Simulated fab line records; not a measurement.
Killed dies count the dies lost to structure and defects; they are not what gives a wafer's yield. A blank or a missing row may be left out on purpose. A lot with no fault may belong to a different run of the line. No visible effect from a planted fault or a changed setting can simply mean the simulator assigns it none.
fab line records	flow nand-harc
[record] lots = 5	wafers = 15	last-day = 29
route steps=1302 shown P_CONTACT@217 END@1302
lots with no fault: from the same line, run without faults
start-h: hours from the record's first day to the start of the lot's first wafer shown	wait-h: how many hours have passed since the lot's step before this one	" unchanged from the row above	L1.1+2: several wafers, shown together as one row	- no value, or no start given	* or withheld: withheld	< > ~ a bound
route shown NAME@n: names a module that has steps shown in the file, with the first one's number in the route	usual: mean/standard deviation of fault-free wafers	same: alike in all rows	chamber/n: place in a boat	sites: each site's reading	_std_site: their standard deviation	_edge_site: outer sites' mean less inner sites'	radius-mm: how far each site lies from the wafer's centre	mask NAME#n: copy n	behind: the tool/chamber that last shaped the wafer	hold: why the lot went on hold/how many hours it stayed there/how the hold came to an end	device: the n, p or np transistor that did not switch	end of line: the route-end tests of the same wafers	a step given without rows: its recipe and nothing more	killed: at the first sort, the dies lost to defects and structure; wafer yield is something else	map: dies across one wafer; x = killed, . = not, _ = none there
set.NAME: the run value of the setting; set.NAME@STEP: its run value at that earlier step	model.NAME: the simulator's own value behind a step, which no gauge read
lots at some steps of the route; a table a step, a row a wafer
services: a tool's chamber out of use, with start hour (start-h, from the record's first day; less than 0 if before it), hours out, and reason
[[steps]]
[step NHARC_P_CONTACT_DEP_30]
[recipe] target-thk-a = 300	temp-c = 400	target-thk-nm = 30	flow-sccm = 200	rf-w = 450	material = SiNx
[usual] heater-power-w = 731/110
lot.wafer	tool	chamber	start-h	wait-h	heater-power-w
L121.2	pecvd-03	1	119.50	0.1	653
L121.5	"	0	"	"	760
L121.6	"	1	"	"	641
L123.3	pecvd-04	1	144.70	0.1	566
L123.4	"	1	"	"	574
L123.5	"	0	"	"	645
L122.2	pecvd-04	0	145.58	0.1	639
L122.4	"	2	"	"	739
L122.6	"	0	"	"	652
L128.2	pecvd-04	1	191.20	0.1	535
L128.4	"	1	"	"	539
L128.5	"	2	"	"	761
L134.2	pecvd-03	1	260.38	0.1	750
L134.3	"	2	"	"	848
L134.1	"	0	"	"	913
[step NHARC_P_CONTACT_DEP_00]
[recipe] target-thk-a = 5000	temp-c = 400	pressure-torr = 6.5	rf-w = 900	teos-flow-sccm = 161.4	flow-sccm = 2650	target-thk-nm = 500	gas = O2	material = SiO2
[usual] heater-power-w = 567/110	mfc-precursor-sccm = 161.4/0.53	throttle-valve-pct = 16.0/0.51
lot.wafer	tool	chamber	start-h	wait-h	heater-power-w	mfc-precursor-sccm	throttle-valve-pct
L121.2	pecvd-03	1	-	-	402	160.2	15.6
L121.5	"	0	"	"	714	161.0	15.5
L121.6	"	1	"	"	439	161.2	15.9
L123.3	pecvd-04	1	-	-	380	160.9	15.7
L123.4	"	1	"	"	389	161.6	15.6
L123.5	"	0	"	"	528	161.0	16.5
L122.2	pecvd-04	0	-	-	496	161.4	16.8
L122.4	"	2	"	"	598	161.6	15.0
L122.6	"	0	"	"	520	161.5	16.6
L128.2	pecvd-04	1	-	-	397	160.8	15.8
L128.4	"	1	"	"	413	162.5	15.7
L128.5	"	2	"	"	466	160.9	15.0
L134.2	pecvd-03	1	-	-	602	160.9	15.9
L134.3	"	2	"	"	630	161.7	16.6
L134.1	"	0	"	"	723	160.8	15.4
[step NHARC_P_CONTACT_CMP_01]
[recipe] target-thk-nm = 200	material = SiO2
[usual] motor-current-A = 12.4/1.5
lot.wafer	tool	chamber	start-h	wait-h	motor-current-A
L121.2	cmp-02	1	120.13	-	13.2
L121.5	"	1	"	"	12.1
L121.6	"	2	"	"	12.4
L123.4	cmp-02	0	145.40	-	9.2
L123.3	"	2	"	"	11.8
L123.5	"	1	"	"	13.2
L122.4	cmp-04	2	146.25	-	12.5
L122.2	"	0	"	"	12.0
L122.6	"	2	"	"	12.5
L128.2	cmp-03	1	191.94	-	12.4
L128.4	"	3	"	"	15.9
L128.5	"	1	"	"	13.1
L134.3	cmp-02	3	261.09	-	12.1
L134.1	"	1	"	"	12.1
L134.2	"	2	"	"	11.7
[step NHARC_P_CONTACT_SRD_03]
[step NHARC_P_CONTACT_DEHYDRATE_04]
[recipe] temp-c = 150	time-s = 120
[step NHARC_P_CONTACT_HMDS_05]
[recipe] time-s = 30
[step NHARC_P_CONTACT_COAT_33]
[recipe] temp-c = 260	time-s = 75
[step NHARC_P_CONTACT_COAT_34]
[recipe] temp-c = 225	time-s = 65
[step NHARC_P_CONTACT_COAT_06]
[recipe] spin-rpm = 1500	resist-thk-nm = 90
[step NHARC_P_CONTACT_SOFTBAKE_07]
[recipe] temp-c = 105	time-s = 55
[step NHARC_P_CONTACT_EBR_08]
[step NHARC_P_CONTACT_EXPOSE_09]
[recipe] na = 1.35	target-cd-nm = 90	dose-mj = 81.26	mask-id = P_CA
[usual] focus-offset-nm = 0.0/0.5
lot.wafer	tool	chamber	start-h	wait-h	mask	focus-offset-nm
L121.2	arfi-scanner-03	0	120.82	-	P_CA#0	0.6
L121.5	"	0	"	"	P_CA#0	0.8
L121.6	"	0	"	"	P_CA#0	0.9
L123.3	arfi-scanner-02	0	146.10	-	P_CA#0	0.4
L123.4	"	0	"	"	P_CA#0	0.0
L123.5	"	0	"	"	P_CA#0	0.2
L122.2	arfi-scanner-03	0	146.95	-	P_CA#0	-0.8
L122.4	"	0	"	"	P_CA#0	-0.3
L122.6	"	0	"	"	P_CA#0	-0.5
L128.2	arfi-scanner-01	0	192.48	-	P_CA#0	-1.1
L128.4	"	0	"	"	P_CA#0	-1.2
L128.5	"	0	"	"	P_CA#0	0.0
L134.1	arfi-scanner-02	0	261.78	-	P_CA_R1#0	-0.3
L134.2	"	0	"	"	P_CA_R1#0	1.1
L134.3	"	0	"	"	P_CA_R1#0	0.0
[step NHARC_P_CONTACT_PEB_10]
[recipe] peb-temp-c = 100	peb-time-s = 65
[step NHARC_P_CONTACT_DEVELOP_11]
[recipe] develop-time-s = 35	dev-temp-c = 23
[step NHARC_P_CONTACT_CD_MEAS_12]
[recipe] target-cd-nm = 90	landing-energy-ev = 500
[usual] cd-nm = 90.0/0.46
lot.wafer	tool	chamber	start-h	wait-h	cd-nm
L121.2	cd-sem-02	0	120.96	-	90.5
L121.5	"	0	"	"	89.7
L121.6	"	0	"	"	89.9
L123.3	cd-sem-03	0	146.24	-	90.0
L123.4	"	0	"	"	89.7
L123.5	"	0	"	"	89.4
L122.2	cd-sem-02	0	147.08	-	90.0
L122.4	"	0	"	"	90.4
L122.6	"	0	"	"	90.4
L128.2	cd-sem-03	0	192.62	-	89.4
L128.4	"	0	"	"	89.7
L128.5	"	0	"	"	89.0
L134.1	cd-sem-03	0	261.92	-	95.2
L134.2	"	0	"	"	94.3
L134.3	"	0	"	"	94.9
[step NHARC_P_CONTACT_OVL_MEAS_13]
[usual] overlay-x-nm = 0.1/0.86	overlay-y-nm = 0.1/0.85
lot.wafer	tool	chamber	start-h	wait-h	overlay-x-nm	overlay-y-nm
L121.2	overlay-02	-	121.05	-	0.7	0.6
L121.5	"	-	"	"	-0.3	0.8
L121.6	"	-	"	"	0.2	0.2
L123.3	overlay-02	-	146.33	-	-0.7	0.8
L123.4	"	-	"	"	-0.7	0.7
L123.5	"	-	"	"	-0.4	1.0
L122.2	overlay-01	-	147.17	-	1.3	0.3
L122.4	"	-	"	"	1.3	0.2
L122.6	"	-	"	"	1.3	-0.1
L128.2	overlay-01	-	192.70	-	-0.5	-0.3
L128.4	"	-	"	"	-0.7	0.2
L128.5	"	-	"	"	-0.3	0.3
L134.1	overlay-01	-	262.01	-	-0.1	-0.5
L134.2	"	-	"	"	-1.3	-0.3
L134.3	"	-	"	"	-0.6	-0.5
[step NHARC_P_CONTACT_INSPECT_14]
[usual] raw-defect-count = 4.1/2.6
lot.wafer	tool	chamber	start-h	wait-h	raw-defect-count
L121.2	defect-inspect-02	-	121.08	0.0	3
L121.5	"	-	"	"	5
L121.6	"	-	"	"	3
L123.3	defect-inspect-02	-	146.36	0.0	1
L123.4	"	-	"	"	3
L123.5	"	-	"	"	9
L122.2	defect-inspect-02	-	147.21	0.0	2
L122.4	"	-	"	"	5
L122.6	"	-	"	"	2
L128.2	defect-inspect-02	-	192.74	0.0	4
L128.4	"	-	"	"	5
L128.5	"	-	"	"	6
L134.1	defect-inspect-02	-	262.05	0.0	9
L134.2	"	-	"	"	8
L134.3	"	-	"	"	10
[step NHARC_P_CONTACT_DESCUM_17]
[recipe] time-s = 3	o2-flow-sccm = 200	ar-flow-sccm = 0	bias-power-w = 0	chemistry = O2
[usual] drypump-motor-current-A = 5.8/0.49	oes-product-au = 0.998/0.0078	rf-vpp-V = 57.8/0.92	showerhead-plenum-p-Torr = 1.92/0.096	throttle-valve-pct = 11.311/0.0095
lot.wafer	tool	chamber	start-h	wait-h	drypump-motor-current-A	oes-product-au	rf-hours-counter-h	rf-vpp-V	showerhead-plenum-p-Torr	throttle-valve-pct	model.P_CONTACT.cd-nm
L121.2	rie-diel-09	0	121.17	0.1	5.0	1.011	7.5	59.1	1.84	11.318	90.19
L121.5	"	1	"	"	6.2	0.992	-	58.2	2.06	11.311	89.47
L121.6	"	2	"	"	5.9	0.987	-	57.1	1.91	11.293	89.65
L123.4	rie-diel-04	1	146.42	0.1	5.9	0.994	3.8	57.2	2.07	11.309	89.78
L123.3	"	0	"	"	6.6	0.984	5.1	57.4	1.80	11.313	89.25
L123.5	"	1	"	"	5.9	0.988	-	56.7	2.07	11.303	89.02
L122.4	rie-diel-08	1	147.27	0.1	6.1	0.996	2.5	57.4	1.83	11.307	90.64
L122.2	"	0	"	"	5.6	0.994	2.6	57.6	2.00	11.315	90.14
L122.6	"	2	"	"	5.9	0.999	-	56.4	1.89	11.299	90.79
L128.4	rie-diel-09	0	192.81	0.1	5.0	1.006	2.3	56.1	1.84	11.329	89.92
L128.2	"	1	"	"	6.2	0.996	2.2	58.8	2.06	11.298	89.87
L128.5	"	0	"	"	5.0	1.005	-	57.5	1.84	11.311	89.1
L134.1	rie-diel-08	0	262.11	0.1	5.6	0.998	1.2	58.8	1.99	11.314	94.73
L134.2	"	2	"	"	5.9	0.996	1.3	57.1	1.89	11.314	94.39
L134.3	"	3	"	"	6.2	1.003	1.4	56.8	1.84	11.320	94.19
[step NHARC_P_CONTACT_ETCH_35]
[recipe] target-depth-a = 390	over-etch-frac = 0.3	time-s = 65	ion-energy-ev = 80	cf4-flow-sccm = 150	ar-flow-sccm = 0	rf-w = 300	bias-w = 100	chemistry = CF4
[step NHARC_P_CONTACT_ETCH_36]
[recipe] target-depth-a = 2600	over-etch-frac = 0.25	time-s = 406.25	ion-energy-ev = 200	n2-flow-sccm = 150	h2-flow-sccm = 150	ar-flow-sccm = 0	rf-w = 400	bias-w = 150	chemistry = N2/H2
[usual] drypump-motor-current-A = 5.8/0.49	oes-product-au = 0.999/0.007	rf-vpp-V = 430.8/2.9	showerhead-plenum-p-Torr = 2.05/0.1	throttle-valve-pct = 14.171/0.0091
lot.wafer	tool	chamber	start-h	wait-h	drypump-motor-current-A	oes-product-au	rf-hours-counter-h	rf-vpp-V	showerhead-plenum-p-Torr	throttle-valve-pct
L121.2	rie-diel-09	2	-	-	5.9	1.000	6.2	429.4	2.04	14.180
L121.6	"	1	"	"	6.2	1.003	-	435.3	2.20	14.166
L121.5	"	2	"	"	5.9	1.003	-	430.5	2.04	14.165
L123.4	rie-diel-04	1	-	-	5.9	0.999	3.9	436.5	2.21	14.171
L123.3	"	2	"	"	5.9	0.987	3.3	430.9	2.04	14.183
L123.5	"	2	"	"	5.9	1.000	-	430.6	2.04	14.171
L122.2	rie-diel-08	1	-	-	6.1	1.000	2.6	427.1	1.95	14.180
L122.4	"	3	"	"	6.2	0.995	2.7	429.9	1.96	14.174
L122.6	"	1	"	"	6.1	1.005	-	428.1	1.95	14.167
L128.2	rie-diel-09	0	-	-	5.0	1.006	2.5	426.3	1.96	14.165
L128.4	"	1	"	"	6.2	1.002	2.3	433.8	2.20	14.167
L128.5	"	3	"	"	4.9	0.999	-	428.5	1.96	14.162
L134.3	rie-diel-08	0	-	-	5.6	0.992	1.3	434.9	2.13	14.168
L134.2	"	2	"	"	5.9	0.991	1.4	431.2	2.01	14.159
L134.1	"	3	"	"	6.2	1.006	1.5	426.9	1.95	14.169
[step NHARC_P_CONTACT_ETCH_18]
[recipe] target-depth-a = 4810	time-s = 240.5	c4f8-flow-sccm = 20	o2-flow-sccm = 10	ar-flow-sccm = withheld	rf-w = 600	bias-w = 1500	chemistry = C4F8/O2/Ar
[usual] oes-product-au = 0.960/0.019	rf-vpp-V = 979/6.5
lot.wafer	tool	chamber	start-h	wait-h	oes-product-au	rf-hours-counter-h	rf-vpp-V
L121.2	rie-diel-09	0	-	-	0.981	7.7	973
L121.6	"	3	"	"	0.977	-	972
L121.5	"	0	"	"	0.986	-	973
L123.4	rie-diel-04	2	-	-	0.955	3.5	978
L123.3	"	3	"	"	0.972	2.9	986
L123.5	"	1	"	"	0.964	-	988
L122.4	rie-diel-08	2	-	-	0.946	2.7	977
L122.2	"	3	"	"	0.950	2.8	972
L122.6	"	2	"	"	0.933	-	975
L128.2	rie-diel-09	0	-	-	0.958	2.8	973
L128.4	"	3	"	"	0.961	2.9	974
L128.5	"	0	"	"	0.963	-	973
L134.3	rie-diel-08	2	-	-	0.957	1.6	978
L134.2	"	3	"	"	0.969	1.7	975
L134.1	"	0	"	"	0.961	1.5	984
[step NHARC_P_CONTACT_STRIP_37]
[recipe] c4f8-flow-sccm = withheld	o2-flow-sccm = 8	ar-flow-sccm = withheld	bias-w = 0	chemistry = C4F8/O2/Ar
[step NHARC_P_CONTACT_ETCH_31]
[recipe] target-depth-a = 300	time-s = 85.7	ion-energy-ev = 120	over-etch-frac = 1	ch3f-flow-sccm = 50	o2-flow-sccm = 30	ar-flow-sccm = 200	rf-w = 500	bias-w = 100	chemistry = CH3F/O2
[usual] drypump-motor-current-A = 5.8/0.48	oes-product-au = 0.976/0.015	rf-vpp-V = 244.5/2	showerhead-plenum-p-Torr = 2.48/0.12	throttle-valve-pct = 20.662/0.0099
lot.wafer	tool	chamber	start-h	wait-h	drypump-motor-current-A	oes-product-au	rf-hours-counter-h	rf-vpp-V	showerhead-plenum-p-Torr	throttle-valve-pct	model.P_CONTACT.cd-nm
L121.2	rie-diel-09	1	-	-	6.2	0.923	7.2	246.1	2.64	20.648	90.13
L121.6	"	2	"	"	5.9	0.916	-	243.3	2.46	20.658	88.34
L121.5	"	3	"	"	4.9	0.934	-	243.8	2.37	20.644	89.5
L123.3	rie-diel-04	2	-	-	5.9	0.986	3.6	243.1	2.45	20.654	89.79
L123.4	"	3	"	"	5.6	0.981	3.0	244.9	2.59	20.659	89.25
L123.5	"	1	"	"	5.9	0.978	-	248.7	2.65	20.659	88.46
L122.2	rie-diel-08	2	-	-	5.9	0.963	2.9	244.0	2.43	20.672	89.28
L122.4	"	3	"	"	6.2	0.977	2.9	243.8	2.36	20.670	89.64
L122.6	"	1	"	"	6.1	0.960	-	242.7	2.36	20.662	89.72
L128.2	rie-diel-09	1	-	-	6.2	0.987	3.0	247.5	2.64	20.677	89.04
L128.4	"	3	"	"	4.9	0.978	2.9	241.1	2.36	20.664	88.03
L128.5	"	1	"	"	6.2	0.983	-	245.6	2.64	20.651	88.19
L134.1	rie-diel-08	0	-	-	5.6	0.972	1.5	247.0	2.56	20.670	94.95
L134.2	"	1	"	"	6.1	0.996	1.4	243.1	2.36	20.662	94.44
L134.3	"	3	"	"	6.2	0.972	1.8	242.7	2.36	20.661	94.68
[step NHARC_P_CONTACT_CD_MEAS_19]
[usual] cd-nm = 89.8/1
lot.wafer	tool	chamber	start-h	wait-h	cd-nm
L121.2	cd-sem-03	-	122.52	-	90.5
L121.5	"	-	"	"	89.7
L121.6	"	-	"	"	88.3
L123.3	cd-sem-02	-	147.30	-	90.1
L123.4	"	-	"	"	89.6
L123.5	"	-	"	"	88.3
L122.2	cd-sem-01	-	148.15	-	89.1
L122.4	"	-	"	"	89.6
L122.6	"	-	"	"	89.6
L128.2	cd-sem-03	-	193.89	-	89.1
L128.4	"	-	"	"	88.0
L128.5	"	-	"	"	88.1
L134.1	cd-sem-03	-	263.07	-	95.3
L134.2	"	-	"	"	94.7
L134.3	"	-	"	"	94.7
[step NHARC_END_SORT_01]
[recipe] temp-c = 25
[usual] killed-at-array = 51/17	killed-at-other = 1.6/2.1	killed-at-periphery = 4/3.2	killed-dies = 57/18	killed-open = 2.9/1.7	killed-short = 2.3/1.3
[same] gross-dies = 677
lot.wafer	tool	chamber	start-h	wait-h	killed-at-array	killed-at-other	killed-at-periphery	killed-dies	killed-open	killed-short
L121.2	prober-02	0	575.89	2.8	33	2	4	39	2	1
L121.5	prober-02	0	578.30	3.7	48	1	6	55	7	4
L121.6	prober-02	0	579.10	4.0	30	3	1	34	2	1
// killed by level:class
L121.2 A_SLIT:chamber-film-flake=20 A_CHANNEL_HOLE_D2:chamber-film-flake=6 A_CONTACT:chamber-film-flake=3 P_ZERO_WELL:chamber-film-flake=2 A_STAIRCASE:chamber-film-flake=2 THIN_TSV:chamber-film-flake=2 P_M0:geometric-particle:short=1 A_CHANNEL_FILL_D1:geometric-particle:open=1
L121.5 A_SLIT:chamber-film-flake=22 A_CHANNEL_HOLE_D2:chamber-film-flake=7 A_DECK1_JOINT:chamber-film-flake=5 A_CHANNEL_HOLE_D1:chamber-film-flake=3 A_CONTACT:chamber-film-flake=3 P_M2:geometric-particle:open=2 A_CHANNEL_FILL_D2:geometric-particle:short=2 P_STI:geometric-particle:open=1
L121.6 A_SLIT:chamber-film-flake=20 THIN_TSV:chamber-film-flake=3 A_CHANNEL_HOLE_D2:chamber-film-flake=2 A_STAIRCASE:chamber-film-flake=2 A_CONTACT:chamber-film-flake=2 A_DECK1_JOINT:geometric-particle:open=1 A_M0:geometric-particle:open=1 A_M0:geometric-particle:short=1
[[services]]
tool	chamber	start-h	hours	kind
arfi-scanner-03	-	102.64	7.9	repair
rie-diel-09	1	108.77	4.2	repair
cmp-04	-	111.00	4.0	pm
rie-diel-09	2	125.06	13.3	repair
cmp-02	-	134.50	4.0	pm
pecvd-04	-	137.38	2.8	repair
arfi-scanner-02	-	140.00	4.0	pm
rie-diel-09	-	143.23	9.0	pm
pecvd-03	-	151.25	0.9	repair
pecvd-04	-	155.05	1.4	repair
arfi-scanner-03	-	159.51	1.4	repair
cmp-02	-	175.70	3.2	repair
rie-diel-04	-	177.90	9.0	pm
pecvd-03	-	185.00	13.0	pm
rie-diel-08	-	190.80	9.0	pm
cmp-02	-	193.78	1.7	repair
arfi-scanner-03	-	196.00	4.0	pm
rie-diel-08	0	206.96	5.8	repair
pecvd-03	-	216.83	0.7	repair
arfi-scanner-03	-	221.01	0.7	repair
arfi-scanner-02	-	225.44	6.2	repair
cmp-02	-	232.50	4.0	pm
arfi-scanner-02	-	249.30	11.2	repair
rie-diel-08	1	256.28	6.1	repair
[[key]]
[first-sign] step = NHARC_P_CONTACT_EXPOSE_09	reading = mask	direction = changed
[effect] step = NHARC_P_CONTACT_CD_MEAS_12	reading = cd-nm	direction = up	sigmas = 11	usual = 90.0	struck = 94.8
[effect] step = NHARC_P_CONTACT_CD_MEAS_19	reading = cd-nm	direction = up	sigmas = 4.9	usual = 89.8	struck = 94.9
[model-effect] step = NHARC_P_CONTACT_DESCUM_17	value = P_CONTACT.cd-nm	without = 89.68	struck = 94.44
[model-effect] step = NHARC_P_CONTACT_ETCH_31	value = P_CONTACT.cd-nm	without = 89.93	struck = 94.69
met-at NHARC_P_CONTACT_EXPOSE_09
struck-wafers L134.1,L134.2,L134.3
tester-left-out L134
onset-between 146.10 261.78
[fault] kind = wrong-mask	tool = any	chamber = -	onset-h = 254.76	steps = NHARC_P_CONTACT_EXPOSE_09	aux-copy = P_CA_R1#0	cd-offset-nm = 4.7581	scope = struck-lots-only
// tester-left-out: of these lots the tester's yield and bins aren't shown, on N5 and GAA mostly nor the transistor test; their killed dies are dies lost to structure and defects alone, not to doping, threshold or leakage, so they don't give the yield
